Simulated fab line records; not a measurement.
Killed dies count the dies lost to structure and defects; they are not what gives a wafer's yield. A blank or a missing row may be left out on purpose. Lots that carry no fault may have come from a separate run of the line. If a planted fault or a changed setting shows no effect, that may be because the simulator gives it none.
Problem report, 8D (eight disciplines) form, completed by code	flow n5 finfet	the parts of the form that need people (team, actions taken, sign-off) are left out

== 1. WHAT WENT WRONG ==
raw defect count at N5_MOL_CONTACT_COAG_INSPECT_57 reads a mean of 608 on 2 wafers of 2 lots; wafers without a fault read 198 with a standard deviation of 49. That is +8.4 standard deviations from the usual mean.
The step: inspects for defects (brightfield).
First observed at day 7 07:25: wafer L592.6, on defect inspect-01. The record holds 27 wafers of 9 lots with a number at this step. The rule behind "out" and "out of limits": a value lying over 4 standard deviations away from the usual mean. All remaining wafers that have a number are taken as sound.

== 2. WHAT IT IS, AND WHAT IT ISN'T ==
question	is	is not
which readings at this step	raw defect count	-
which lots	L592, L595	L585, L588, L589, L590, L593, L605, L606
which wafers of those lots	L592.6, L595.2	L592.2, L592.3, L595.3, L595.5
read on which gauges	defect inspect-01	defect inspect-02
when	from day 7 07:25	up to then (14 sound wafers); but 11 sound wafers of L593, L595, L605, L606 came after

== 3. WHAT RULES OUT EACH SUSPECT ==
Counting: a tool at a process step up to the reading stays a suspect if it ran every lot that is out. Sound lots after the first of them don't rule it out here, since some wafers of a struck lot are sound.
- the gauge at N5_MOL_CONTACT_COAG_INSPECT_57 has been ruled out. All the wafers that are out were read on defect inspect-01, but those of them that N5_PASSIVATION_PROBE_49 has rows for are out there too, on other tools.
- pvd sputter-02 at N5_MOL_CONTACT_COAG_PRE_CLEAN_142 (time 60 s): kept. It processed each lot that is out (first: L592, day 7 03:19); up to then, its last sound lot is L589 (day 6 10:59).
- ald sin-01 at N5_MOL_CONTACT_COAG_ALD_123 (deposits SiNx, target thk 5 nm, pulse time 1 s, purge time 2 s): kept. It processed each lot that is out (first: L592, day 7 06:29); up to then, its last sound lot is L589 (day 6 14:00).
- ald sin-01, N5_MOL_CONTACT_COAG_ALD_123: wafers that are out in chamber 3, sound lot-mates in chambers 0, 1, 2.
After counting, pvd sputter-02 at N5_MOL_CONTACT_COAG_PRE_CLEAN_142 and ald sin-01 at N5_MOL_CONTACT_COAG_ALD_123 remain.

== 4. THE CAUSE (what the simulator had put in) ==
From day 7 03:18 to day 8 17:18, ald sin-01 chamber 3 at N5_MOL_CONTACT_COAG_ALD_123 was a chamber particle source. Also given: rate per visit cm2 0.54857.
Of the 2 suspects that counting leaves, this tool is one.

== 5. SEQUENCE OF EFFECTS, ordered by route ==
Each row: a reading where the mean over the struck wafers with a number is more than 3 standard deviations away from the usual. Only readings for which the record gives a usual standard deviation are gone through. hours: the time from each lot's start at the first step in this table that gives one to its start at this step, as a median over the lots. sigmas: the change in usual standard deviations.
hours	step	reading	usual	on struck wafers	change	sigmas
0	N5_MOL_CONTACT_COAG_INSPECT_57	raw defect count	198	608	+410	+8.4
3	N5_MOL_CONTACT_COAG_INSPECT_42	raw defect count	199	630	+430	+9.0
182	N5_PASSIVATION_PROBE_49	defect limited yield	91.0 %	81.5	-9.5	-6.3
182	N5_PASSIVATION_PROBE_49	killed at contacts	14	133	+119	+17
182	N5_PASSIVATION_PROBE_49	killed dies	106	218	+112	+6.2
182	N5_PASSIVATION_PROBE_49	sort_bin_5_function	5.2 %	11.9	+6.7	+7.0
182	N5_PASSIVATION_PROBE_49	sort n pass	1074	962	-112	-6.2
182	N5_PASSIVATION_PROBE_49	sort yield pct	91.0 %	81.5	-9.5	-6.3
The process steps in it:
- N5_PASSIVATION_PROBE_49
Later steps that measure or inspect, where all struck wafers having a row at the step show a number for every such reading and not one has moved that far: N5_BEOL_M4_RC_MEAS_101.

== 6. WHAT WOULD HAVE CAUGHT IT SOONER ==
The first out-of-limits reading at a measuring or inspecting step in this record came at day 7 07:25, 4 hours after the fault's start at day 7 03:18.
Of the tool readings at N5_MOL_CONTACT_COAG_ALD_123 for which the record gives a usual standard deviation, none was out on any struck wafer, so an alarm limit of 4 standard deviations on them would not have fired.
L595, from the lots that are out (2), started N5_MOL_CONTACT_COAG_ALD_123 on ald sin-01 later than day 7 07:25. A hold on the tool at that time would have spared it.
